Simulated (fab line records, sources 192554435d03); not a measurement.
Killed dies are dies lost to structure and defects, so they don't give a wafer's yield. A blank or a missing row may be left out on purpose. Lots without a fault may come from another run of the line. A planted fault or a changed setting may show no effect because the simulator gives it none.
Chamber matching | flow n5_finfet | N5_DUMMY_GATE_ALD_02 on ald_sin-02: 4 sister chambers
The step deposits SiO2, target thk 2 nm, pulse time 1 s. 8 wafers are shown with their chamber, then 12 later ones without.

WAFERS WITH THEIR CHAMBER
wafer  | chamber | heater_power_w (W) | precursor_pulse_height_rel
L081.1 | 1       | 428                | 0.973
L081.3 | 0       | 448                | 1.048
L084.3 | 3       | 498                | 1.018
L086.2 | 0       | 448                | 0.981
L086.3 | 3       | 493                | 1.011
L089.1 | 2       | 490                | 0.994
L089.5 | 1       | 435                | 1.013
L089.6 | 2       | 495                | 1.041

WAFERS WITHOUT THEIR CHAMBER
wafer  | heater_power_w (W) | precursor_pulse_height_rel
L092.1 | 494                | 0.968
L092.2 | 487                | 0.979
L092.5 | 496                | 1.007
L093.2 | 493                | 0.980
L093.4 | 480                | 1.013
L093.6 | 508                | 1.018
L094.2 | 442                | 1.028
L094.5 | 502                | 0.984
L094.6 | 488                | 0.978
L095.1 | 470                | 0.983
L095.3 | 491                | 0.993
L095.4 | 442                | 1.008

WHICH CHAMBER EACH WENT THROUGH
wafer  | from the rows above          | in truth
L092.1 | can't be placed: 3 or 2      | 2
L092.2 | can't be placed: 2 or 3      | 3
L092.5 | can't be placed: 3 or 2      | 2
L093.2 | can't be placed: 2 or 3      | 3
L093.4 | can't be placed: 2 or 3      | 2
L093.6 | can't be placed: 3 or 2      | 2
L094.2 | can't be placed: 0 or 1      | 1
L094.5 | can't be placed: 3 or 2      | 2
L094.6 | can't be placed: 2 or 3      | 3
L095.1 | can't be placed: 0 or 2 or 3 | 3
L095.3 | can't be placed: 2 or 3      | 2
L095.4 | can't be placed: 0 or 1      | 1
Placed correctly: 0 of 12. Can't be placed from these rows: 12 (the true chamber is among the candidates in 12). Placed wrongly: 0.
How it was worked out, from the rows above alone: a wafer's distance from a chamber is the root of the sum, over the readings, of the square of ((its reading less the chamber's mean) divided by the reading's scatter). The wafer belongs to the nearest chamber; if the next one is less than 2 further off, it can't be placed. A chamber's mean is the mean of its shown wafers. The scatter: the root of (the sum of the squares of (reading less its chamber's mean) over the shown wafers, divided by (wafers less chambers)).
